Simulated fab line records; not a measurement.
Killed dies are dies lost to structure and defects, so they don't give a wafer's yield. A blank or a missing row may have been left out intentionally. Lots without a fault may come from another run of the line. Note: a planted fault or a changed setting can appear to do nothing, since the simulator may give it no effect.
fab line records | flow n5_finfet
[record] lots = 10 wafers = 27 last_day = 17
route steps=1938 shown BEOL_M0_SAQP@636 BEOL_M4@1111 PASSIVATION@1936
lots with no fault: from the same line, run without faults
start_h: the number of hours between the record's first day and the start of the first shown wafer of the lot | wait_h: how many hours have passed since the lot's step before this one | " as in the row above | L1.1+2: several wafers, shown together as one row | - either no value or no given start | * or withheld: withheld | < > ~ a bound
route shown NAME@n: names a module that has steps shown in the file, with the first one's number in the route | usual: mean and standard deviation over wafers with no fault | same: alike in all rows | chamber/n: place in a boat | sites: per-site readings | _std_site: the values' standard deviation | _edge_site: the outer-site mean with the inner-site mean subtracted | radius_mm: for every site, how far away it sits from the centre of the wafer | mask NAME#n: copy n | behind: tool/chamber where the wafer was last shaped | hold: why the lot went on hold/how many hours it stayed there/how the hold came to an end | device: the n, p or np transistor that did not switch | end of line: the tests these same wafers got at the end of their route | a step with no rows: only its recipe | killed: dies lost to structure and defects at the first sort, not the wafer's yield | map: a wafer's dies, marking killed ones x, the rest . and places with no die _
set.NAME: the setting as run; set.NAME@STEP: as run at that earlier step | model.NAME: the simulator's own value behind a step, which no gauge read
the route's steps for a sample of lots (tables are steps, rows are wafers)
services: a tool's chamber out of use, with start hour (start_h, from the record's first day; less than 0 if before it), hours out, and reason
[[steps]]
[step N5_BEOL_M0_SAQP_PECVD_96]
[recipe] material = a-Si target_thk_a = 450 temp_c = 350 precursor = SiH4/He pressure_torr = 3 rf_w = 100 time_s = 45.2
[usual] heater_power_w = 609/54 showerhead_plenum_p_Torr = 5.65/0.046 throttle_valve_pct = 18.0/0.98
// columns lot.wafer tool chamber start_h wait_h heater_power_w showerhead_plenum_p_Torr since_wet_clean_h throttle_valve_pct
L862.2 pecvd-03 1 123.22 0.0 697 5.67 1733 17.8
L862.3 " 2 " " 602 5.68 254 16.6
L862.6 " 1 " " 717 5.67 - 17.5
L863.2 pecvd-02 0 130.42 0.0 677 5.71 834 19.0
L863.3 " 2 " " 612 5.64 75 17.3
L863.5 " 1 " " 514 5.64 - 18.0
L864.1 pecvd-03 0 139.12 0.0 579 5.66 1024 17.8
L864.4 " 2 " " 608 5.68 - 16.8
L864.6 " 0 " " 572 5.66 - 17.8
L865.2 pecvd-01 1 142.42 0.0 542 5.51 1390 20.1
L865.3 " 0 " " 613 5.61 665 17.6
L865.6 " 2 " " 597 5.63 - 19.0
L868.1 pecvd-02 1 163.31 0.0 481 5.63 1592 18.2
L868.3 " 2 " " 630 5.65 108 17.3
L868.6 " 0 " " 629 5.68 - 19.3
L875.3 pecvd-03 1 205.54 0.0 601 5.68 1816 17.7
L875.4 " 2 " " 608 5.68 - 16.6
L876.3 pecvd-02 0 211.76 0.0 704 5.68 916 19.6
L876.5 " 2 " " 547 5.65 - 17.6
L879.1 pecvd-03 1 229.09 0.0 692 5.66 1839 17.6
L879.5 " 1 " " 685 5.66 - 17.5
L879.6 " 0 " " 663 5.66 - 17.7
L881.1 pecvd-01 1 235.76 0.0 555 5.51 1483 20.3
L881.5 " 2 " " 519 5.59 - 17.7
L882.2 pecvd-03 0 242.72 0.0 609 5.66 1128 17.5
L882.3 " 2 " " 596 5.68 374 16.4
L882.6 " 1 " " 693 5.67 - 17.5
[step N5_BEOL_M0_SAQP_THK_MEAS_05]
[usual] thk_nm = 59.8/0.66
// columns lot.wafer tool chamber start_h wait_h thk_nm
L862.2 film_metro-01 - 123.40 0.1 59.1
L862.3 " - " " 58.9
L862.6 " - " " 60.2
L863.2 film_metro-02 - 130.60 0.1 59.2
L863.3 " - " " 59.4
L863.5 " - " " 60.0
L864.1 film_metro-01 - 139.30 0.1 60.0
L864.4 " - " " 61.0
L864.6 " - " " 61.1
L865.2 film_metro-01 - 142.60 0.1 60.0
L865.3 " - " " 60.4
L865.6 " - " " 60.7
L868.1 film_metro-02 - 163.49 0.1 59.3
L868.3 " - " " 58.9
L868.6 " - " " 60.0
L875.3 film_metro-02 - 205.72 0.1 59.2
L875.4 " - " " 60.8
L876.3 film_metro-01 - 211.94 0.1 59.7
L876.5 " - " " 60.7
L879.1 film_metro-01 - 229.27 0.1 59.2
L879.5 " - " " 60.7
L879.6 " - " " 59.8
L881.1 film_metro-01 - 236.01 0.1 60.0
L881.5 " - " " 60.3
L882.2 film_metro-02 - 242.90 0.1 59.9
L882.3 " - " " 59.8
L882.6 " - " " 61.3
[step N5_BEOL_M0_SAQP_ETCH_83]
[recipe] chemistry = CF4 target = SiARC target_depth_a = 390 mask_material = CAR-ArF time_s = 65 ion_energy_ev = 80 pressure_mtorr = 40 source_w = 545 bias_w = 36 Ar_flow_sccm = 100 cf4_flow_sccm = 100 ends = cleared
[usual] drypump_motor_current_A = 5.8/0.34 etch_rf_on_time_s = 65.1/1.5 oes_product_au = 0.70/0.065 rf_vpp_V = 184.3/1.3 showerhead_plenum_p_Torr = 2.15/0.079 throttle_valve_pct = 15.52/0.22
// columns lot.wafer tool chamber start_h wait_h drypump_motor_current_A etch_rf_on_time_s oes_product_au rf_hours_counter_h rf_vpp_V showerhead_plenum_p_Torr throttle_valve_pct
L862.2 rie_diel-06 3 123.88 0.0 5.6 65.3 0.66 144 185.6 2.21 15.45
L862.3 " 1 " " 6.2 64.6 0.76 32 183.0 2.10 15.24
L862.6 " 1 " " 6.2 64.5 0.75 - 183.4 2.10 15.22
L863.2 rie_diel-04 2 131.08 0.0 5.4 63.6 0.72 77 182.7 2.07 15.62
L863.3 " 1 " " 5.5 66.5 0.61 195 182.3 2.14 15.72
L863.5 " 1 " " 5.5 66.6 0.60 - 184.2 2.14 15.72
L864.1 rie_diel-04 0 139.80 0.0 5.7 65.6 0.83 1 182.5 2.09 15.19
L864.4 " 3 " " 6.0 62.4 0.79 15 183.9 2.18 15.57
L864.6 " 0 " " 5.6 65.4 0.83 - 183.6 2.09 15.18
L865.2 rie_diel-04 2 143.56 0.0 5.4 63.0 0.73 81 183.3 2.07 15.64
L865.3 " 0 " " 5.6 65.9 0.82 2 184.8 2.09 15.18
L865.6 " 3 " " 6.0 62.4 0.81 - 186.0 2.18 15.57
L868.1 rie_diel-04 2 163.97 0.0 5.4 63.8 0.71 89 182.3 2.07 15.65
L868.3 " 1 " " 5.5 66.3 0.60 206 182.8 2.14 15.77
L868.6 " 1 " " 5.5 66.0 0.60 - 183.2 2.13 15.75
L875.3 rie_diel-04 2 206.36 0.0 5.4 43.8 0.88 100 183.2 2.07 15.68
L875.4 " 0 " " 5.7 67.0 0.77 19 183.8 2.09 15.22
L876.3 rie_diel-04 1 212.54 0.0 5.5 45.3 0.74 219 184.2 2.13 15.78
L876.5 " 2 " " 5.4 44.0 0.88 - 182.8 2.07 15.69
L879.1 rie_diel-04 2 229.78 0.0 5.3 63.9 0.70 108 181.8 2.06 15.70
L879.5 " 0 " " 5.6 44.5 0.96 - 182.7 2.09 15.23
L879.6 " 3 " " 6.0 62.4 0.76 - 185.0 2.18 15.62
L881.1 rie_diel-02 0 236.62 0.0 5.1 63.8 0.63 173 184.1 2.23 15.91
L881.5 " 2 " " 6.5 66.9 0.66 - 183.7 2.06 15.89
L882.2 rie_diel-06 1 243.50 0.0 6.2 63.8 0.73 68 183.0 2.09 15.28
L882.3 " 2 " " 6.0 66.1 0.69 99 186.0 2.24 15.43
L882.6 " 1 " " 6.2 63.7 0.73 - 183.9 2.09 15.30
[step N5_BEOL_M0_SAQP_RECESS_114]
[recipe] chemistry = HF/NH3 target = SiO2 target_depth_a = 144 afs_cycles = 3 temp_c = 30 sublimation_temp_c = 180 sublimation_time_s = 60
[usual] drypump_motor_current_A = 6.0/0.55
// columns lot.wafer tool chamber start_h wait_h drypump_motor_current_A
L862.2 vapor_etch-02 0 124.35 0.0 6.2
L862.3 " 0 " " 6.2
L862.6 " 0 " " 6.2
L863.2 vapor_etch-02 0 131.59 0.0 6.2
L863.3 " 0 " " 6.2
L863.5 " 1 " " 6.2
L864.1 vapor_etch-02 1 140.27 0.0 6.2
L864.4 " 1 " " 6.2
L864.6 " 0 " " 6.2
L865.2 vapor_etch-01 1 144.08 0.0 4.8
L865.3 " 0 " " 6.3
L865.6 " 1 " " 4.8
L868.1 vapor_etch-01 0 164.57 0.0 6.3
L868.3 " 0 " " 6.3
L868.6 " 1 " " 4.8
L875.3 vapor_etch-02 1 206.96 0.1 6.2
L875.4 " 0 " " 6.2
L876.3 vapor_etch-02 1 213.13 0.1 6.2
L876.5 " 1 " " 6.2
L879.1 vapor_etch-02 1 230.26 0.0 6.2
L879.5 " 0 " " 6.2
L879.6 " 1 " " 6.2
L881.1 vapor_etch-02 1 237.09 0.0 6.2
L881.5 " 1 " " 6.2
L882.2 vapor_etch-02 0 243.97 0.0 6.2
L882.3 " 0 " " 6.2
L882.6 " 0 " " 6.2
[step N5_BEOL_M4_RC_MEAS_101]
[usual] DIBL_N = 37.1/1.9 DIBL_P = 37.2/2.3 IOFF_N = 0.18/0.04 IOFF_P = 0.23/0.044 ION_N = 682/11 ION_P = 468/8.6 SS_N = 71.9/0.68 SS_P = 73.5/0.74 VT_N = 248/3.4 VT_P = -248/3.4
// columns lot.wafer tool chamber start_h wait_h DIBL_N[mV/V] DIBL_P[mV/V] IOFF_N[nA/um] IOFF_P[nA/um] ION_N[uA/um] ION_P[uA/um] SS_N[mV/dec] SS_P[mV/dec] VT_N[mV] VT_P[mV]
L862.2 prober-02 0 187.97 0.2 38.1 37.6 0.21 0.31 687 479 72.3 74.1 246 -240
L862.3 " 0 " " 35.6 34.7 0.15 0.24 673 473 71.4 73.8 248 -245
L862.6 " 0 " " 35.8 34.2 0.16 0.24 680 473 70.9 73.1 247 -246
L863.2 prober-01 0 190.67 0.2 36.9 36.5 0.16 0.24 675 468 72.0 73.9 249 -244
L863.3 " 0 " " 37.0 37.8 0.17 0.28 681 473 72.5 74.3 250 -245
L863.5 " 0 " " 34.1 34.2 0.12 0.20 673 469 70.9 72.2 253 -248
L864.1 prober-01 0 192.99 0.0 40.9 38.9 0.24 0.29 696 474 72.2 73.9 242 -246
L864.4 " 0 " " 38.7 35.7 0.19 0.22 677 460 71.5 72.8 246 -248
L864.6 " 0 " " 39.4 37.6 0.19 0.25 678 463 71.9 73.9 248 -248
L865.2 prober-01 0 200.67 0.2 33.4 32.2 0.12 0.17 669 460 71.7 71.5 251 -250
L865.3 " 0 " " 37.4 36.3 0.18 0.22 675 459 71.8 72.9 251 -248
L865.6 " 0 " " 34.6 34.1 0.14 0.19 674 462 71.1 72.6 252 -249
L868.1 prober-02 0 216.78 0.0 35.6 34.3 0.13 0.16 683 460 71.8 72.7 252 -254
L868.3 " 0 " " 36.6 35.9 0.17 0.19 696 481 71.9 72.9 249 -253
L868.6 " 0 " " 37.1 36.2 0.17 0.20 693 474 71.8 73.7 248 -252
L875.3 prober-01 0 261.19 0.3 40.2 42.0 0.26 0.30 697 471 73.5 74.6 244 -245
L875.4 " 0 " " 37.6 39.5 0.20 0.26 687 465 72.0 74.1 246 -248
L876.3 prober-02 0 265.95 0.3 37.3 37.4 0.18 0.22 687 471 72.5 73.9 247 -251
L876.5 " 0 " " 37.4 37.3 0.16 0.21 676 470 72.7 72.8 251 -251
L879.1 prober-01 0 292.97 0.0 37.6 40.2 0.21 0.29 688 473 72.1 74.6 246 -246
L879.5 " 0 " " 37.4 39.5 0.19 0.26 681 464 71.8 74.0 247 -246
L879.6 " 0 " " 41.7 43.6 0.32 0.37 699 477 73.5 75.8 240 -244
L881.1 prober-01 0 294.81 0.0 36.3 37.3 0.19 0.26 689 471 72.2 73.4 246 -245
L881.5 " 0 " " 32.8 33.6 0.13 0.20 652 457 71.2 71.7 253 -250
L882.2 prober-02 0 297.97 0.2 36.4 36.7 0.17 0.21 672 459 71.2 73.0 248 -252
L882.3 " 0 " " 36.8 36.7 0.17 0.22 671 454 72.2 73.5 248 -250
L882.6 " 0 " " 37.0 37.2 0.18 0.23 675 460 71.9 73.8 247 -250
[step N5_PASSIVATION_PROBE_49]
[usual] defect_limited_yield = 91.5/1.4 killed_at_M0_to_M3 = 32/9.7 killed_at_M4_up = 14/5.3 killed_at_contacts = 11/6 killed_at_front_end = 39/14 killed_at_other = 3.3/2.7 killed_dies = 100/17 killed_open = 66/13 killed_short = 32/7.4 sort_bin_4_leakage = 0.02/0.16 sort_bin_5_function = 4.9/0.9 sort_bin_6_memory = 3.2/0.72 sort_n_pass = 1080/17 sort_yield_pct = 91.5/1.4
[same] gross_dies = 1180 killed_at_back_side = 0 sort_bin_8_speed[%] = 0
// columns lot.wafer tool chamber start_h wait_h defect_limited_yield[%] killed_at_M0_to_M3 killed_at_M4_up killed_at_contacts killed_at_front_end killed_at_other killed_dies killed_open killed_short sort_bin_4_leakage[%] sort_bin_5_function[%] sort_bin_6_memory[%] sort_n_pass sort_yield_pct[%]
L862.2 prober-02 - 283.76 0.4 92.5 28 12 13 25 11 89 62 25 0 4.7 2.7 1091 92.5
L862.3 prober-02 - 283.81 0.4 93.1 29 14 3 32 4 82 45 37 0 4.3 2.3 1098 93.1
L862.6 prober-02 - 283.96 0.6 91.9 25 17 6 36 11 95 57 33 0 5.1 2.3 1085 91.9
L863.2 prober-02 - 288.02 0.1 89.7 43 15 11 50 2 121 77 42 0 6.8 3.1 1059 89.7
L863.3 prober-02 - 288.07 0.1 90.6 44 14 7 42 4 111 68 40 0 5.6 3.3 1069 90.6
L863.5 prober-02 - 288.17 0.2 90.9 33 10 7 56 1 107 70 36 0 4.7 4.0 1073 90.9
L864.1 prober-02 - 294.63 0.0 89.0 34 12 27 52 5 130 89 41 0 6.6 4.3 1050 89.0
L864.4 prober-02 - 294.78 0.2 92.2 35 9 5 38 5 92 54 38 0 5.1 2.6 1088 92.2
L864.6 prober-02 - 294.88 0.3 90.8 39 15 9 44 2 109 69 40 0 5.3 3.7 1071 90.8
L868.1 prober-02 - 322.81 0.0 91.1 25 14 23 41 2 105 73 31 0 5.6 3.1 1075 91.1
L868.3 prober-02 - 322.91 0.1 92.5 30 10 28 21 0 89 56 32 0 4.5 2.6 1091 92.5
L868.6 prober-02 - 323.06 0.3 90.0 59 18 18 20 3 118 90 27 0 6.2 3.6 1062 90.0
L875.3 prober-02 - 367.95 0.1 93.9 28 8 4 31 1 72 44 27 0 3.3 2.2 1108 93.9
L875.4 prober-02 - 368.00 0.2 92.7 27 9 7 41 2 86 49 29 0 4.1 2.1 1094 92.7
L876.3 prober-01 - 368.03 0.1 90.9 33 11 9 52 2 107 67 38 0 4.9 3.7 1073 90.9
L876.5 prober-01 - 368.13 0.2 93.1 25 10 6 36 4 81 52 28 0 3.8 2.9 1099 93.1
// killed by level:class
L862.2 MOL_CONTACT_COAG:geometric_particle:open=12 BEOL_M0:geometric_particle:open=7 BEOL_M1:geometric_particle:open=7 FIN_SAQP:geometric_particle:open=5 BEOL_M0_SAQP:geometric_particle:open=4 BEOL_M4:geometric_particle:open=4 PAD_METAL:geometric_particle:short=3 STI_FIN_REVEAL:geometric_particle:open=3
L862.3 FIN_SAQP:geometric_particle:short=9 BEOL_M0_SAQP:geometric_particle:short=8 BEOL_M3:geometric_particle:open=7 BEOL_M3:geometric_particle:short=5 FIN_SAQP:geometric_particle:open=4 BEOL_M7:geometric_particle:open=4 ILD0:geometric_particle:open=3 MOL_CONTACT_COAG:geometric_particle:open=3
L862.6 STI_FIN_REVEAL:geometric_particle:open=6 BEOL_M2:geometric_particle:open=6 STARTING-WAFER:geometric_particle:short=6 FIN_SAQP:geometric_particle:open=5 FIN_SAQP:geometric_particle:short=5 HKMG_FIN:area_etch=5 MOL_CONTACT_COAG:geometric_particle:open=4 BEOL_M1:geometric_particle:open=4
L863.2 FIN_SAQP:geometric_particle:short=16 BEOL_M0_SAQP:geometric_particle:open=12 DUMMY_GATE:geometric_particle:open=8 MOL_CONTACT_COAG:geometric_particle:open=8 STI_FIN_REVEAL:geometric_particle:open=7 BEOL_M0_SAQP:geometric_particle:short=7 BEOL_M1:geometric_particle:open=7 FIN_SAQP:geometric_particle:open=6
L863.3 BEOL_M0_SAQP:geometric_particle:open=11 FIN_SAQP:geometric_particle:short=9 BEOL_M0_SAQP:geometric_particle:short=8 BEOL_M4:geometric_particle:open=7 GATE_CUT:geometric_particle:short=7 FIN_SAQP:geometric_particle:open=6 BEOL_M2:geometric_particle:open=6 BEOL_M3:geometric_particle:short=6
L863.5 STI_FIN_REVEAL:geometric_particle:open=23 BEOL_M0_SAQP:geometric_particle:open=10 FIN_SAQP:geometric_particle:short=8 BEOL_M0_SAQP:geometric_particle:short=6 GATE_CUT:geometric_particle:short=5 MOL_CONTACT_COAG:geometric_particle:open=5 BEOL_M3:geometric_particle:open=5 DUMMY_GATE:geometric_particle:open=4
L864.1 MOL_CONTACT_COAG:geometric_particle:open=25 FIN_SAQP:geometric_particle:short=15 FIN_SAQP:geometric_particle:open=15 BEOL_M2:geometric_particle:open=9 BEOL_M3:geometric_particle:open=8 BEOL_M0_SAQP:geometric_particle:open=8 BEOL_M4:geometric_particle:open=7 STI_FIN_REVEAL:geometric_particle:open=6
L864.4 STI_FIN_REVEAL:geometric_particle:open=12 BEOL_M0_SAQP:geometric_particle:open=10 FIN_SAQP:geometric_particle:short=9 BEOL_M2:geometric_particle:open=9 BEOL_M0_SAQP:geometric_particle:short=8 GATE_CUT:geometric_particle:short=7 MOL_CONTACT_COAG:geometric_particle:open=4 BEOL_M2:geometric_particle:short=4
L864.6 FIN_SAQP:geometric_particle:short=12 BEOL_M2:geometric_particle:open=12 BEOL_M0_SAQP:geometric_particle:short=10 STI_FIN_REVEAL:geometric_particle:open=9 MOL_CONTACT_COAG:geometric_particle:open=8 BEOL_M0_SAQP:geometric_particle:open=8 BEOL_M4:geometric_particle:open=7 BEOL_M1:geometric_particle:open=5
L868.1 MOL_CONTACT_COAG:geometric_particle:open=19 STI_FIN_REVEAL:geometric_particle:open=14 BEOL_M2:geometric_particle:open=7 BEOL_M4:geometric_particle:short=7 BEOL_M3:geometric_particle:open=6 FIN_SAQP:geometric_particle:short=5 FIN_SAQP:geometric_particle:open=4 GATE_CUT:geometric_particle:short=4
L868.3 MOL_CONTACT_COAG:geometric_particle:open=22 BEOL_M0_SAQP:geometric_particle:short=9 BEOL_M0_SAQP:geometric_particle:open=7 FIN_SAQP:geometric_particle:short=6 MOL_CONTACT_COAG:geometric_particle:short=6 BEOL_M3:geometric_particle:open=6 BEOL_M2:geometric_particle:open=5 STI_FIN_REVEAL:geometric_particle:open=3
L868.6 MOL_CONTACT_COAG:geometric_particle:open=16 BEOL_M3:geometric_particle:open=14 BEOL_M2:geometric_particle:open=13 BEOL_M0_SAQP:geometric_particle:open=12 BEOL_M4:geometric_particle:open=9 STI_FIN_REVEAL:geometric_particle:open=8 BEOL_M0_SAQP:geometric_particle:short=7 BEOL_M0:geometric_particle:open=6
L875.3 GATE_CUT:geometric_particle:short=6 BEOL_M3:geometric_particle:open=6 GATE_CUT:geometric_particle:open=5 STI_FIN_REVEAL:geometric_particle:open=5 BEOL_M0_SAQP:geometric_particle:short=5 FIN_SAQP:geometric_particle:short=4 FIN_SAQP:geometric_particle:open=3 BEOL_M0_SAQP:geometric_particle:open=3
L875.4 FIN_SAQP:geometric_particle:open=8 FIN_SAQP:geometric_particle:short=8 BEOL_M0_SAQP:geometric_particle:open=8 HKMG_FIN:area_etch=8 GATE_CUT:geometric_particle:short=6 STARTING-WAFER:geometric_particle:open=5 MOL_CONTACT_COAG:geometric_particle:open=5 BEOL_M3:geometric_particle:open=4
L876.3 BEOL_M0_SAQP:geometric_particle:open=15 FIN_SAQP:geometric_particle:short=12 STI_FIN_REVEAL:geometric_particle:open=9 BEOL_M0_SAQP:geometric_particle:short=9 MOL_CONTACT_COAG:geometric_particle:open=8 STARTING-WAFER:geometric_particle:open=7 FIN_SAQP:geometric_particle:open=5 DUMMY_GATE:geometric_particle:open=5
L876.5 STI_FIN_REVEAL:geometric_particle:open=10 FIN_SAQP:geometric_particle:short=7 BEOL_M2:geometric_particle:open=6 MOL_CONTACT_COAG:geometric_particle:open=5 BEOL_M0_SAQP:geometric_particle:short=4 BEOL_M0_SAQP:geometric_particle:open=4 BEOL_M7:geometric_particle:open=4 STI_FIN_REVEAL:geometric_particle:short=3
[[services]]
// columns tool chamber start_h hours kind
pecvd-01 - 99.28 2.8 pm
rie_diel-04 0 107.21 - clean
rie_diel-04 0 107.21 - consumable_replace:focus_ring
rie_diel-04 0 107.21 27.2 scheduled_down
rie_diel-04 0 107.21 27.2 vent_cycle
vapor_etch-02 - 110.56 2.8 pm
pecvd-03 2 113.81 7.7 repair
pecvd-01 2 135.18 6.6 repair
pecvd-03 1 135.41 2.1 scheduled_down
rie_diel-02 3 139.39 2.0 repair
rie_diel-04 3 146.43 9.5 repair
vapor_etch-02 0 162.55 10.0 repair
pecvd-03 2 178.74 5.0 scheduled_down
rie_diel-06 1 181.26 7.0 repair
rie_diel-06 2 187.71 4.6 repair
pecvd-01 2 202.38 - clean
pecvd-01 2 202.38 - consumable_replace:showerhead
pecvd-01 2 202.38 29.0 scheduled_down
pecvd-01 2 202.38 29.0 vent_cycle
vapor_etch-01 - 211.56 1.0 repair
pecvd-03 2 214.79 5.7 repair
pecvd-01 0 232.98 16.5 scheduled_down
rie_diel-02 3 240.22 32.8 repair
[[key]]
[first_sign] step = N5_BEOL_M0_SAQP_ETCH_83 reading = etch_rf_on_time_s direction = down sigmas = 14 usual = * struck = *
[effect] step = N5_BEOL_M0_SAQP_ETCH_83 reading = oes_product_au direction = up sigmas = 2.5 usual = 0.70 struck = 0.87
met_at N5_BEOL_M0_SAQP_ETCH_83
struck_lots L875,L876,L879
struck_wafers L875.3,L876.3,L876.5,L879.5
not_acting_at N5_BEOL_M0_SAQP_PECVD_96,N5_BEOL_M0_SAQP_THK_MEAS_05,N5_BEOL_M0_SAQP_RECESS_114
onset_between 163.97 206.36
[fault] kind = process_parameter_drift tool = rie_diel-04 chamber = - onset_h = 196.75 steps = N5_BEOL_M0_SAQP_ETCH_83 channel = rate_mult offset = 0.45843 shape = step end_h = 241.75 scope = struck_wafers_only
